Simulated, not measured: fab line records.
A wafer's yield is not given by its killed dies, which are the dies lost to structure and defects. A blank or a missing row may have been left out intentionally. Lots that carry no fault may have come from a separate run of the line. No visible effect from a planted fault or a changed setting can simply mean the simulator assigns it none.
Chamber matching | flow n5 finfet | N5_BEOL_M0_ETCH_128 on rie diel-06 has 4 sister chambers
The step etches SiCN in CF4/N2, target depth 12 nm, overetch 5.1 nm, time 21.4 s. 20 wafers are shown with their chamber, then 10 later ones without.

EACH WAFER AND ITS CHAMBER
wafer  | chamber | showerhead plenum p Torr (Torr) | throttle valve pct (%) | drypump motor current A (A)
L074.3 | 3       | 2.18                            | 15.78                  | 6.0
L074.4 | 0       | 2.13                            | 15.18                  | 5.7
L074.5 | 2       | 2.24                            | 15.45                  | 4.9
L078.1 | 2       | 2.24                            | 15.45                  | 4.9
L078.4 | 2       | 2.24                            | 15.47                  | 4.9
L078.5 | 0       | 2.13                            | 15.17                  | 5.7
L079.1 | 1       | 2.18                            | 15.63                  | 5.7
L079.3 | 0       | 2.13                            | 15.15                  | 5.7
L079.5 | 3       | 2.18                            | 15.79                  | 6.0
L082.1 | 3       | 2.18                            | 15.77                  | 6.0
L082.4 | 1       | 2.18                            | 15.62                  | 5.7
L082.5 | 0       | 2.13                            | 15.17                  | 5.8
L083.3 | 3       | 2.18                            | 15.78                  | 6.0
L083.5 | 2       | 2.24                            | 15.47                  | 4.9
L083.6 | 1       | 2.18                            | 15.64                  | 5.8
L084.2 | 3       | 2.18                            | 15.78                  | 6.0
L084.5 | 2       | 2.24                            | 15.46                  | 4.9
L084.6 | 3       | 2.18                            | 15.78                  | 6.0
L085.2 | 0       | 2.13                            | 15.17                  | 5.8
L085.3 | 2       | 2.23                            | 15.49                  | 4.9

SIGNATURES (averages over the wafers above)
reading                  | chamber 0 | chamber 1 | chamber 2 | chamber 3 | scatter within a chamber
showerhead plenum p Torr | 2.1300    | 2.1800    | 2.2383    | 2.1800    | 0.00228
throttle valve pct       | 15.1680   | 15.6300   | 15.4650   | 15.7800   | 0.0113
drypump motor current A  | 5.740     | 5.733     | 4.900     | 6.000     | 0.0342
Rule: for each reading, subtract the chamber's mean from the wafer's reading, divide by that reading's scatter and square the result; add these up over the readings and take the root, which gives the wafer's distance from the chamber. If the next closest chamber is less than 2 further off than the closest, the wafer can't be placed; otherwise it belongs to the closest. The scatter is the square root of a quotient: the sum, over the shown wafers, of each reading's squared deviation from its chamber's mean, divided by wafers minus chambers.

WAFERS WITH NO CHAMBER GIVEN
wafer  | showerhead plenum p Torr (Torr) | throttle valve pct (%) | drypump motor current A (A)
L085.5 | 2.23                            | 15.48                  | 4.9
L088.1 | 2.23                            | 15.47                  | 4.9
L088.2 | 2.17                            | 15.67                  | 5.8
L088.3 | 2.17                            | 15.81                  | 6.0
L087.3 | 2.23                            | 15.49                  | 4.9
L087.4 | 2.17                            | 15.79                  | 6.0
L087.5 | 2.13                            | 15.19                  | 5.8
L095.4 | 2.12                            | 15.23                  | 5.8
L095.5 | 2.23                            | 15.51                  | 4.9
L095.6 | 2.17                            | 15.68                  | 5.7

WHICH CHAMBER EACH ONE RAN IN
wafer  | from the rows above | in truth
L085.5 | 2                   | 2
L088.1 | 2                   | 2
L088.2 | 1                   | 1
L088.3 | 3                   | 3
L087.3 | 2                   | 2
L087.4 | 3                   | 3
L087.5 | 0                   | 0
L095.4 | 0                   | 0
L095.5 | 2                   | 2
L095.6 | 1                   | 1
10 of 10 placed correctly. Not placeable from these rows: 0. Number placed wrongly: 0.
